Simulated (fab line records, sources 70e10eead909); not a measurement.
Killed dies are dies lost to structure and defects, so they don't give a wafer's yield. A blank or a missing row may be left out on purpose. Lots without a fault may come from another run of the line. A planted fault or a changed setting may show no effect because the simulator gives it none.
Which tool did it? | flow nand_harc | 24 lots, 72 wafers sampled, at 5 steps of a route of 1302

WHAT THE GAUGES READ, wafer by wafer
NHARC_A_M0_OVL_MEAS_10: pitch 160 nm.
lot  | measured     | on         | overlay_x_nm (nm) | overlay_y_nm (nm)
L074 | day 23 19:09 | overlay-02 | -0.5 -0.6 -1.1    | 0.4 0.1 0.3
L077 | day 24 11:28 | overlay-02 | -0.6 -0.8 -0.5    | 0.9 0.3 0.6
L075 | day 24 18:04 | overlay-02 | 0.1 -0.2 -0.3     | -0.6 0.0 0.3
L076 | day 24 18:31 | overlay-01 | 0.9 1.0 1.1       | -0.9 -0.7 -0.7
L079 | day 24 22:19 | overlay-02 | -0.3 -0.9 -0.7    | 0.5 0.4 -0.3
L078 | day 25 11:29 | overlay-01 | -1.0 -0.4 -0.3    | -0.6 -0.5 -1.0
L080 | day 25 11:58 | overlay-01 | -0.7 -0.7 -0.2    | -0.9 -0.7 -1.1
L082 | day 26 05:11 | overlay-02 | -1.0 -0.4 -0.8    | 0.0 0.7 0.3
L081 | day 26 10:19 | overlay-01 | 0.0 0.1 0.2       | 0.2 -0.4 0.1
L083 | day 27 03:07 | overlay-02 | -0.5 -0.6 -0.4    | 0.3 0.4 0.9
L084 | day 27 06:28 | overlay-01 | -0.8 -0.8 -1.1    | 0.8 1.0 1.3
L085 | day 27 17:30 | overlay-02 | -0.3 -0.6 0.0     | 1.2 1.0 0.6
L086 | day 28 13:39 | overlay-01 | -0.1 -0.3 -0.9    | 0.4 0.5 -0.2
L087 | day 28 21:56 | overlay-01 | -0.4 -0.8 -0.8    | 0.0 0.3 0.6
L089 | day 29 02:50 | overlay-02 | 0.5 0.1 0.2       | -0.8 -0.4 -0.9
L088 | day 29 03:39 | overlay-01 | -0.6 -0.8 0.0     | 0.4 0.3 0.1
L090 | day 30 00:17 | overlay-01 | 0.6 0.8 0.4       | 0.6 0.7 0.4
L093 | day 30 15:51 | overlay-02 | 1.0 0.7 0.6       | -0.9 -0.2 -0.4
L091 | day 30 18:09 | overlay-02 | 0.3 0.8 1.1       | 0.9 1.7 1.0
L092 | day 30 21:22 | overlay-02 | -1.5 -1.2 -1.2    | 0.4 0.4 -0.4
L094 | day 30 22:43 | overlay-01 | 0.3 -0.1 0.4      | 1.6 0.6 0.9
L095 | day 31 14:46 | overlay-02 | 0.8 0.6 0.8       | 1.3 1.3 0.8
L096 | day 32 14:38 | overlay-02 | 1.4 1.0 0.9       | -0.5 -0.6 -0.2
L097 | day 32 15:13 | overlay-02 | 0.9 0.3 0.0       | -1.3 -1.5 -1.5

NHARC_A_M1_CD_MEAS_16.
lot  | measured     | on        | cd_nm (nm)
L074 | day 23 23:37 | cd_sem-02 | 120.6 120.0 120.4
L077 | day 24 15:52 | cd_sem-01 | 120.2 121.0 119.0
L075 | day 24 22:25 | cd_sem-02 | 120.0 121.3 122.7
L076 | day 24 22:58 | cd_sem-01 | 119.5 120.2 119.3
L079 | day 25 02:52 | cd_sem-02 | 120.0 119.3 120.4
L078 | day 25 16:20 | cd_sem-03 | 119.5 120.5 120.1
L080 | day 25 17:04 | cd_sem-01 | 120.0 119.2 119.3
L082 | day 26 09:38 | cd_sem-02 | 120.6 120.5 119.5
L081 | day 26 14:46 | cd_sem-03 | 119.6 118.2 119.8
L083 | day 27 07:38 | cd_sem-02 | 120.3 120.9 120.9
L084 | day 27 10:56 | cd_sem-03 | 118.8 120.5 119.2
L085 | day 27 21:58 | cd_sem-03 | 119.4 119.5 118.5
L086 | day 28 18:04 | cd_sem-01 | 120.6 119.4 119.6
L087 | day 29 02:22 | cd_sem-02 | 120.8 119.5 120.4
L089 | day 29 07:26 | cd_sem-03 | 119.1 118.6 120.3
L088 | day 29 08:07 | cd_sem-02 | 119.6 119.9 119.0
L090 | day 30 04:44 | cd_sem-03 | 120.0 118.7 119.8
L093 | day 30 20:11 | cd_sem-01 | 120.3 119.7 120.0
L091 | day 30 22:29 | cd_sem-01 | 118.8 120.0 119.0
L092 | day 31 01:50 | cd_sem-03 | 119.9 118.6 120.0
L094 | day 31 03:10 | cd_sem-01 | 121.2 119.7 119.6
L095 | day 31 19:17 | cd_sem-02 | 119.6 119.6 120.0
L096 | day 32 19:07 | cd_sem-03 | 119.1 120.8 119.8
L097 | day 32 19:42 | cd_sem-03 | 119.5 121.0 119.7

WHICH TOOL RAN EACH LOT (tool, then ch and the chambers of the sampled wafers, then the start)
lot  | NHARC_A_BLC_STRIP_21               | NHARC_A_M1_DESCUM_14               | NHARC_A_M1_ETCH_35
L074 | rie_diel-09 ch 0,1,3, day 23 16:29 | rie_diel-06 ch 0,1,3, day 23 23:19 | rie_diel-06 ch 0,1,3, day 23 23:24
L077 | rie_diel-09 ch 0,2,3, day 24 08:49 | rie_diel-06 ch 2,3, day 24 15:33   | rie_diel-06 ch 0,2,3, day 24 15:39
L075 | rie_diel-01 ch 0,3, day 24 15:23   | rie_diel-06 ch 0,3, day 24 22:06   | rie_diel-06 ch 0,1,2, day 24 22:11
L076 | rie_diel-12 ch 0,2, day 24 15:52   | rie_diel-06 ch 0,2, day 24 22:40   | rie_diel-06 ch 0,1,2, day 24 22:46
L079 | rie_diel-09 ch 2,3, day 24 19:40   | rie_diel-06 ch 0,3, day 25 02:34   | rie_diel-06 ch 0,3, day 25 02:39
L078 | rie_diel-09 ch 0,1,2, day 25 08:50 | rie_diel-06 ch 2,3, day 25 16:01   | rie_diel-06 ch 0,2,3, day 25 16:07
L080 | rie_diel-09 ch 0,1, day 25 09:12   | rie_diel-02 ch 1,2,3, day 25 16:47 | rie_diel-02 ch 0,1,2, day 25 16:52
L082 | rie_diel-01 ch 0, day 26 02:17     | rie_diel-06 ch 1,2, day 26 09:19   | rie_diel-06 ch 1,2,3, day 26 09:25
L081 | rie_diel-12 ch 1,2, day 26 07:07   | rie_diel-02 ch 0,3, day 26 14:28   | rie_diel-02 ch 1,3, day 26 14:33
L083 | rie_diel-09 ch 0,1,2, day 27 00:13 | rie_diel-11 ch 0,2,3, day 27 07:21 | rie_diel-11 ch 0,2,3, day 27 07:26
L084 | rie_diel-09 ch 0,1,3, day 27 03:41 | rie_diel-02 ch 0,1,3, day 27 10:37 | rie_diel-02 ch 0,2,3, day 27 10:43
L085 | rie_diel-09 ch 1,3, day 27 14:43   | rie_diel-11 ch 0,1,3, day 27 21:41 | rie_diel-11 ch 0,2,3, day 27 21:46
L086 | rie_diel-09 ch 0,2,3, day 28 11:01 | rie_diel-11 ch 0,1, day 28 17:46   | rie_diel-11 ch 0,3, day 28 17:51
L087 | rie_diel-12 ch 0,1,3, day 28 18:58 | rie_diel-11 ch 0,1,3, day 29 02:04 | rie_diel-11 ch 1,2,3, day 29 02:09
L089 | rie_diel-01 ch 0,2,3, day 29 00:03 | rie_diel-06 ch 1,2,3, day 29 07:08 | rie_diel-06 ch 1,2,3, day 29 07:13
L088 | rie_diel-12 ch 0,2, day 29 00:51   | rie_diel-06 ch 0,1,3, day 29 07:49 | rie_diel-06 ch 1,2, day 29 07:54
L090 | rie_diel-01 ch 0,1,3, day 29 21:30 | rie_diel-11 ch 0,2,3, day 30 04:28 | rie_diel-11 ch 1,2,3, day 30 04:32
L093 | rie_diel-12 ch 0,1, day 30 13:04   | rie_diel-06 ch 0,3, day 30 19:53   | rie_diel-06 ch 0,1,2, day 30 19:58
L091 | rie_diel-09 ch 2,3, day 30 15:23   | rie_diel-06 ch 0,1,3, day 30 22:11 | rie_diel-06 ch 0,1,2, day 30 22:17
L092 | rie_diel-12 ch 0,1,3, day 30 18:43 | rie_diel-06 ch 0,2,3, day 31 01:32 | rie_diel-06 ch 0,1,3, day 31 01:37
L094 | rie_diel-01 ch 0,1, day 30 19:55   | rie_diel-06 ch 0,2, day 31 02:52   | rie_diel-06 ch 0,3, day 31 02:57
L095 | rie_diel-01 ch 0,2,3, day 31 11:59 | rie_diel-06 ch 0,2,3, day 31 18:59 | rie_diel-06 ch 0,2,3, day 31 19:04
L096 | rie_diel-12 ch 0,1,3, day 32 11:50 | rie_diel-11 ch 1,3, day 32 18:46   | rie_diel-11 ch 2,3, day 32 18:53
L097 | rie_diel-12 ch 0,3, day 32 12:26   | rie_diel-02 ch 1,2,3, day 32 19:25 | rie_diel-02 ch 0,3, day 32 19:29
- NHARC_A_BLC_STRIP_21: strips in O2.
- NHARC_A_M1_DESCUM_14: chemistry O2, time 3 s.
- NHARC_A_M1_ETCH_35: etches the open film in N2/H2, target depth 40 nm, overetch 12 nm, time 43.94 s.

WHAT THE TOOLS THEMSELVES READ (means of the sampled wafers that have a number; where no wafer has one, the mark that the record gives instead)
NHARC_A_BLC_STRIP_21.
lot  | tool        | drypump_motor_current_A (A) | oes_product_au (a.u.) | rf_vpp_V (V) | showerhead_plenum_p_Torr (Torr) | throttle_valve_pct (%)
L074 | rie_diel-09 | 6.0                         | 0.997                 | 57.3         | 3.39                            | 17.042
L077 | rie_diel-09 | 6.4                         | 1.006                 | 57.7         | 3.42                            | 17.037
L075 | rie_diel-01 | 5.2                         | 1.001                 | 58.2         | 3.36                            | 17.042
L076 | rie_diel-12 | 5.5                         | 0.999                 | 57.7         | 3.58                            | 17.036
L079 | rie_diel-09 | 6.1                         | 0.996                 | 57.4         | 3.44                            | 17.037
L078 | rie_diel-09 | 6.3                         | 0.999                 | 56.9         | 3.37                            | 17.031
L080 | rie_diel-09 | 5.9                         | 0.995                 | 57.1         | 3.34                            | 17.036
L082 | rie_diel-01 | 4.9                         | 1.002                 | 56.7         | 3.33                            | 17.026
L081 | rie_diel-12 | 5.7                         | 1.004                 | 57.9         | 3.32                            | 17.043
L083 | rie_diel-09 | 6.3                         | 0.997                 | 57.2         | 3.36                            | 17.041
L084 | rie_diel-09 | 6.0                         | 1.001                 | 57.7         | 3.39                            | 17.032
L085 | rie_diel-09 | 5.5                         | 1.001                 | 57.1         | 3.36                            | 17.033
L086 | rie_diel-09 | 6.4                         | 0.998                 | 57.3         | 3.41                            | 17.038
L087 | rie_diel-12 | 5.7                         | 0.987                 | 57.7         | 3.54                            | 17.034
L089 | rie_diel-01 | 5.4                         | 1.011                 | 58.0         | 3.49                            | 17.038
L088 | rie_diel-12 | 5.5                         | 0.998                 | 58.0         | 3.58                            | 17.036
L090 | rie_diel-01 | 5.7                         | 1.007                 | 56.8         | 3.35                            | 17.031
L093 | rie_diel-12 | 5.5                         | 0.994                 | 57.8         | 3.53                            | 17.044
L091 | rie_diel-09 | 6.1                         | 0.987                 | 57.2         | 3.44                            | 17.042
L092 | rie_diel-12 | 5.7                         | 0.998                 | 57.4         | 3.53                            | 17.030
L094 | rie_diel-01 | 5.4                         | 1.010                 | 57.5         | 3.33                            | 17.038
L095 | rie_diel-01 | 5.4                         | 1.016                 | 57.4         | 3.48                            | 17.046
L096 | rie_diel-12 | 5.7                         | 1.002                 | 57.8         | 3.53                            | 17.039
L097 | rie_diel-12 | 5.6                         | 0.997                 | 58.0         | 3.66                            | 17.037

NHARC_A_M1_DESCUM_14.
lot  | tool        | drypump_motor_current_A (A) | oes_product_au (a.u.) | rf_vpp_V (V) | showerhead_plenum_p_Torr (Torr) | throttle_valve_pct (%)
L074 | rie_diel-06 | 5.3                         | 1.002                 | 57.8         | 1.90                            | 11.309
L077 | rie_diel-06 | 5.5                         | 1.015                 | 58.0         | 1.99                            | 11.302
L075 | rie_diel-06 | 5.1                         | 0.990                 | 57.9         | 1.84                            | 11.309
L076 | rie_diel-06 | 5.8                         | 1.002                 | 58.2         | 1.99                            | 11.306
L079 | rie_diel-06 | 5.5                         | 0.993                 | 57.3         | 1.85                            | 11.308
L078 | rie_diel-06 | 5.1                         | 0.998                 | 57.9         | 1.91                            | 11.311
L080 | rie_diel-02 | 6.1                         | 0.999                 | 57.7         | 1.93                            | 11.317
L082 | rie_diel-06 | 5.6                         | 1.014                 | 57.9         | 2.04                            | 11.311
L081 | rie_diel-02 | 5.5                         | 0.996                 | 57.4         | 1.94                            | 11.306
L083 | rie_diel-11 | 5.4                         | 0.983                 | 57.3         | 1.85                            | 11.312
L084 | rie_diel-02 | 5.6                         | 0.998                 | 57.6         | 1.95                            | 11.305
L085 | rie_diel-11 | 5.4                         | 1.002                 | 57.5         | 1.87                            | 11.311
L086 | rie_diel-11 | 5.1                         | 0.998                 | 57.9         | 1.84                            | 11.314
L087 | rie_diel-11 | 5.3                         | 0.994                 | 57.7         | 1.86                            | 11.311
L089 | rie_diel-06 | 5.3                         | 1.009                 | 58.2         | 1.96                            | 11.311
L088 | rie_diel-06 | 5.3                         | 1.002                 | 57.9         | 1.89                            | 11.305
L090 | rie_diel-11 | 5.4                         | 0.997                 | 56.7         | 1.85                            | 11.306
L093 | rie_diel-06 | 5.5                         | 0.999                 | 57.8         | 1.85                            | 11.307
L091 | rie_diel-06 | 5.3                         | 1.000                 | 57.6         | 1.89                            | 11.305
L092 | rie_diel-06 | 5.5                         | 0.992                 | 57.4         | 1.92                            | 11.315
L094 | rie_diel-06 | 5.8                         | 1.001                 | 58.0         | 1.92                            | 11.308
L095 | rie_diel-06 | 5.4                         | 1.004                 | 57.8         | 1.92                            | 11.313
L096 | rie_diel-11 | 5.6                         | 0.994                 | 58.4         | 1.92                            | 11.307
L097 | rie_diel-02 | 6.1                         | 0.992                 | 58.9         | 1.93                            | 11.310

NHARC_A_M1_ETCH_35.
lot  | tool        | drypump_motor_current_A (A) | oes_product_au (a.u.) | rf_vpp_V (V) | showerhead_plenum_p_Torr (Torr) | throttle_valve_pct (%)
L074 | rie_diel-06 | 5.2                         | 0.992                 | 429.8        | 2.02                            | 14.167
L077 | rie_diel-06 | 5.4                         | 0.994                 | 431.5        | 2.04                            | 14.167
L075 | rie_diel-06 | 5.6                         | 0.999                 | 432.8        | 2.10                            | 14.181
L076 | rie_diel-06 | 5.7                         | 1.000                 | 432.4        | 2.10                            | 14.170
L079 | rie_diel-06 | 5.5                         | 0.999                 | 428.9        | 1.97                            | 14.175
L078 | rie_diel-06 | 5.5                         | 0.993                 | 430.8        | 2.04                            | 14.169
L080 | rie_diel-02 | 5.9                         | 1.002                 | 431.2        | 2.06                            | 14.171
L082 | rie_diel-06 | 5.3                         | 1.005                 | 431.0        | 2.10                            | 14.172
L081 | rie_diel-02 | 5.9                         | 0.996                 | 431.4        | 2.08                            | 14.167
L083 | rie_diel-11 | 5.4                         | 1.002                 | 428.6        | 1.97                            | 14.168
L084 | rie_diel-02 | 5.9                         | 0.997                 | 430.9        | 2.06                            | 14.172
L085 | rie_diel-11 | 5.4                         | 0.987                 | 428.9        | 1.97                            | 14.178
L086 | rie_diel-11 | 5.6                         | 0.980                 | 428.8        | 2.02                            | 14.174
L087 | rie_diel-11 | 5.4                         | 0.995                 | 429.1        | 2.01                            | 14.176
L089 | rie_diel-06 | 5.3                         | 0.998                 | 431.6        | 2.10                            | 14.170
L088 | rie_diel-06 | 5.6                         | 1.001                 | 434.5        | 2.18                            | 14.176
L090 | rie_diel-11 | 5.4                         | 0.997                 | 429.7        | 2.01                            | 14.169
L093 | rie_diel-06 | 5.6                         | 0.988                 | 432.1        | 2.10                            | 14.173
L091 | rie_diel-06 | 5.6                         | 1.007                 | 432.4        | 2.10                            | 14.174
L092 | rie_diel-06 | 5.3                         | 1.004                 | 430.1        | 2.02                            | 14.168
L094 | rie_diel-06 | 5.5                         | 0.991                 | 427.9        | 1.97                            | 14.169
L095 | rie_diel-06 | 5.5                         | 0.996                 | 430.1        | 2.04                            | 14.167
L096 | rie_diel-11 | 5.4                         | 1.002                 | 429.5        | 1.99                            | 14.165
L097 | rie_diel-02 | 5.7                         | 0.992                 | 431.2        | 2.07                            | 14.169

THE ANSWER, worked out from the rows above alone
Rule: what is usual is taken from the lots themselves. Put in order of their means at a reading, lots are off if they are a third of the lots or fewer, leave a main group of 4 or more, and stand apart from it by a gap of 3 or more times the standard deviation of the main group's means; of several such gaps the widest counts. A main group whose means are all the same, to the digits that the tables above print for the reading, isn't used. A lot without any number at a reading at which 4 lots or more have one is off too. The other lots that the step has rows for count as sound. The gauges are gone through in route order, then the tools' own readings, and for those a lot's mean is taken as printed above. The first step at which some lot is off is used, and at that step the reading that is off furthest; a lot without a number counts as furthest.
No lot is off at any reading shown: from this, nothing can be told.

WHAT THE SIMULATOR HAD PUT IN
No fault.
